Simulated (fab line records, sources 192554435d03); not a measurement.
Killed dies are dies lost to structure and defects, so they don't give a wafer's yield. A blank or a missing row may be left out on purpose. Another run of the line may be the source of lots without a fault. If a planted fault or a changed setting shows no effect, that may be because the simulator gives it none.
Split-lot trial :: flow n5_finfet :: route with 1938 steps; 7 lots, 21 wafers read

## ON THE SPLIT
At N5_BEOL_M0_SAQP_PECVD_97 (deposits SiNx from SiH4/NH3/N2, target thk 23 nm, time 19.9 s), the setting time_s was moved away from the recipe's 19.9 s on 9 of the 21 wafers read, by -10.7% to +7.8%. All remaining wafers had this setting at the recipe value.

## FROM THE SPLIT TO THE READING: what the file shows between them, 9 steps
- N5_BEOL_M0_SAQP_COAT_81: time 60 s, resist thk 100 nm (also split here: spin_rpm)
- N5_BEOL_M0_SAQP_COAT_82: time 60 s, resist thk 30 nm
- N5_BEOL_M0_SAQP_COAT_08: resist thk 90 nm
- N5_BEOL_M0_SAQP_DESCUM_19: chemistry O2, time 7.9 s
- N5_BEOL_M0_SAQP_ETCH_83: etches SiARC in CF4, target depth 39 nm, time 65 s
- N5_BEOL_M0_SAQP_ETCH_84: etches SOC in N2/H2, target depth 100 nm, overetch 20 nm, time 150 s
- N5_BEOL_M0_SAQP_STRIP_80: strips in N2/H2
- N5_BEOL_M0_SAQP_HM_OPEN_112: chemistry CHF3/O2, target SiO2, stops on a-Si, target depth 12 nm, time 13.5 s
- N5_BEOL_M0_SAQP_STRIP_113: strips in CHF3/O2

## THE READING
SiNx_of_BEOL_M0_SAQP_PECVD_97.thk_nm (the simulator's own value, which no gauge read), in nm, at N5_BEOL_M0_SAQP_MANDREL_ETCH_20 (etches a-Si in HBr/Cl2, stops on SiNx, target depth 60 nm, bt time 10 s, time 30 s). No usual value for it is given in the file. The 12 wafers here that ran the recipe average 18.2 nm, standard deviation 0.37 nm.

wafer: L077.1
tool, chamber at the split: pecvd-04, 1
time_s as run, s: 21.45
against the recipe: +7.8%
SiNx_of_BEOL_M0_SAQP_PECVD_97.thk_nm, nm: 20
against lot-mates on the recipe: +1.6

wafer: L077.2
tool, chamber at the split: pecvd-04, 0
time_s as run, s: 19.9
against the recipe: recipe
SiNx_of_BEOL_M0_SAQP_PECVD_97.thk_nm, nm: 18.2
against lot-mates on the recipe: -

wafer: L077.4
tool, chamber at the split: pecvd-04, 1
time_s as run, s: 19.9
against the recipe: recipe
SiNx_of_BEOL_M0_SAQP_PECVD_97.thk_nm, nm: 18.6
against lot-mates on the recipe: -

wafer: L078.2
tool, chamber at the split: pecvd-02, 1
time_s as run, s: 17.77
against the recipe: -10.7%
SiNx_of_BEOL_M0_SAQP_PECVD_97.thk_nm, nm: 15
against lot-mates on the recipe: -3.5

wafer: L078.4
tool, chamber at the split: pecvd-02, 0
time_s as run, s: 19.9
against the recipe: recipe
SiNx_of_BEOL_M0_SAQP_PECVD_97.thk_nm, nm: 18.8
against lot-mates on the recipe: -

wafer: L078.5
tool, chamber at the split: pecvd-02, 2
time_s as run, s: 19.9
against the recipe: recipe
SiNx_of_BEOL_M0_SAQP_PECVD_97.thk_nm, nm: 18.2
against lot-mates on the recipe: -

wafer: L080.1
tool, chamber at the split: pecvd-01, 0
time_s as run, s: 18.08
against the recipe: -9.1%
SiNx_of_BEOL_M0_SAQP_PECVD_97.thk_nm, nm: 16
against lot-mates on the recipe: no lot-mate on the recipe

wafer: L080.2
tool, chamber at the split: pecvd-01, 1
time_s as run, s: 18.08
against the recipe: -9.1%
SiNx_of_BEOL_M0_SAQP_PECVD_97.thk_nm, nm: 16.4
against lot-mates on the recipe: no lot-mate on the recipe

wafer: L080.5
tool, chamber at the split: pecvd-01, 0
time_s as run, s: 18.08
against the recipe: -9.1%
SiNx_of_BEOL_M0_SAQP_PECVD_97.thk_nm, nm: 16.4
against lot-mates on the recipe: no lot-mate on the recipe

wafer: L096.3
tool, chamber at the split: pecvd-04, 0
time_s as run, s: 19.9
against the recipe: recipe
SiNx_of_BEOL_M0_SAQP_PECVD_97.thk_nm, nm: 18
against lot-mates on the recipe: -

wafer: L096.4
tool, chamber at the split: pecvd-04, 1
time_s as run, s: 18.84
against the recipe: -5.3%
SiNx_of_BEOL_M0_SAQP_PECVD_97.thk_nm, nm: 17
against lot-mates on the recipe: -1.0

wafer: L096.6
tool, chamber at the split: pecvd-04, 0
time_s as run, s: 18.84
against the recipe: -5.3%
SiNx_of_BEOL_M0_SAQP_PECVD_97.thk_nm, nm: 16.8
against lot-mates on the recipe: -1.2

wafer: L090.2
tool, chamber at the split: pecvd-02, 2
time_s as run, s: 19.9
against the recipe: recipe
SiNx_of_BEOL_M0_SAQP_PECVD_97.thk_nm, nm: 17.6
against lot-mates on the recipe: -

wafer: L090.3
tool, chamber at the split: pecvd-02, 1
time_s as run, s: 19.9
against the recipe: recipe
SiNx_of_BEOL_M0_SAQP_PECVD_97.thk_nm, nm: 17.8
against lot-mates on the recipe: -

wafer: L090.5
tool, chamber at the split: pecvd-02, 2
time_s as run, s: 19.9
against the recipe: recipe
SiNx_of_BEOL_M0_SAQP_PECVD_97.thk_nm, nm: 17.8
against lot-mates on the recipe: -

wafer: L092.3
tool, chamber at the split: pecvd-04, 2,0
time_s as run, s: 19.9
against the recipe: recipe
SiNx_of_BEOL_M0_SAQP_PECVD_97.thk_nm, nm: 18.4
against lot-mates on the recipe: -

wafer: L092.4
tool, chamber at the split: pecvd-04, 2,0
time_s as run, s: 19.9
against the recipe: recipe
SiNx_of_BEOL_M0_SAQP_PECVD_97.thk_nm, nm: 18.4
against lot-mates on the recipe: -

wafer: L092.6
tool, chamber at the split: pecvd-04, 1
time_s as run, s: 19.9
against the recipe: recipe
SiNx_of_BEOL_M0_SAQP_PECVD_97.thk_nm, nm: 18.6
against lot-mates on the recipe: -

wafer: L097.1
tool, chamber at the split: pecvd-02, 1
time_s as run, s: 20.97
against the recipe: +5.4%
SiNx_of_BEOL_M0_SAQP_PECVD_97.thk_nm, nm: 19.2
against lot-mates on the recipe: +1.4

wafer: L097.2
tool, chamber at the split: pecvd-02, 2
time_s as run, s: 19.9
against the recipe: recipe
SiNx_of_BEOL_M0_SAQP_PECVD_97.thk_nm, nm: 17.8
against lot-mates on the recipe: -

wafer: L097.5
tool, chamber at the split: pecvd-02, 1
time_s as run, s: 20.97
against the recipe: +5.4%
SiNx_of_BEOL_M0_SAQP_PECVD_97.thk_nm, nm: 19.6
against lot-mates on the recipe: +1.8
When a row names more than one chamber, that row covers several wafers, and the file does not tell which wafer ran in which chamber.

FIT RESULTS
A straight line over all 21 wafers: SiNx_of_BEOL_M0_SAQP_PECVD_97.thk_nm changes by +0.236 nm for each +1% of time_s; r = +0.96; the points scatter about the line by 0.36 nm.
The same after taking each lot's own level away (the mean of its wafers on the recipe; 18 wafers): +0.272 nm for each +1%; r = +0.97; scatter 0.29 nm.
That fit puts the effect of the largest move of time_s on the reading at 2.9 nm.
Across the lots, their own levels run from 17.73 to 18.50 nm, a range of 2.1 times the standard deviation given above.
Thus the slope moves with the lot-to-lot level: the two fits are different.
Check: -2.46 nm against its lot-mates is what the line predicts for one of the wafers moved furthest among these (-10.7%) when that wafer is left out of the fit. It came out at -3.5 nm against them.

## OTHER SPLITS ON THESE WAFERS
Other splits were also applied to these wafers ahead of the reading. Each is held against what the fit with the lots' levels taken away leaves over:
other split on the same wafers: N5_SD_EPI_N_ETCH_16 target_depth_a
wafers away from the commonest value: 7
r with SiNx_of_BEOL_M0_SAQP_PECVD_97.thk_nm (lot level and that fit taken away): +0.01

other split on the same wafers: N5_SDB_COAT_03 spin_rpm
wafers away from the commonest value: 9
r with SiNx_of_BEOL_M0_SAQP_PECVD_97.thk_nm (lot level and that fit taken away): +0.16

other split on the same wafers: N5_HKMG_FIN_ETCH_54 source_w
wafers away from the commonest value: 7
r with SiNx_of_BEOL_M0_SAQP_PECVD_97.thk_nm (lot level and that fit taken away): -0.24

other split on the same wafers: N5_GATE_CUT_ETCH_56 icp_w
wafers away from the commonest value: 5
r with SiNx_of_BEOL_M0_SAQP_PECVD_97.thk_nm (lot level and that fit taken away): -0.04

other split on the same wafers: N5_MOL_CONTACT_COAG_ETCH_91 time_s
wafers away from the commonest value: 8
r with SiNx_of_BEOL_M0_SAQP_PECVD_97.thk_nm (lot level and that fit taken away): -0.31

other split on the same wafers: N5_MOL_CONTACT_COAG_VIA_ETCH_46 bias_w
wafers away from the commonest value: 5
r with SiNx_of_BEOL_M0_SAQP_PECVD_97.thk_nm (lot level and that fit taken away): -0.06

other split on the same wafers: N5_BEOL_M0_SAQP_COAT_81 spin_rpm
wafers away from the commonest value: 4
r with SiNx_of_BEOL_M0_SAQP_PECVD_97.thk_nm (lot level and that fit taken away): -0.01

## THE WHOLE CHAIN: every reading that the file lists as answering this split, in the file's order
step: N5_BEOL_M0_SAQP_PECVD_97
what it does: deposits SiNx from SiH4/NH3/N2, target thk 23 nm, time 19.9 s
reading: SiNx_of_BEOL_M0_SAQP_PECVD_97.thk_nm (the simulator's own value, which no gauge read)
change (the file's fit): +0.267 nm for each +1% of the setting
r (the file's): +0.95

step: N5_BEOL_M0_SAQP_MANDREL_ETCH_20
what it does: etches a-Si in HBr/Cl2, stops on SiNx, target depth 60 nm, bt time 10 s, time 30 s
reading: SiNx_of_BEOL_M0_SAQP_PECVD_97.thk_nm (the simulator's own value, which no gauge read)
change (the file's fit): +0.277 nm for each +1% of the setting
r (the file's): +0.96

## THE FILE'S OWN FIT
SiNx_of_BEOL_M0_SAQP_PECVD_97.thk_nm changes by +0.277 nm for each +1% of time_s, r = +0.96.
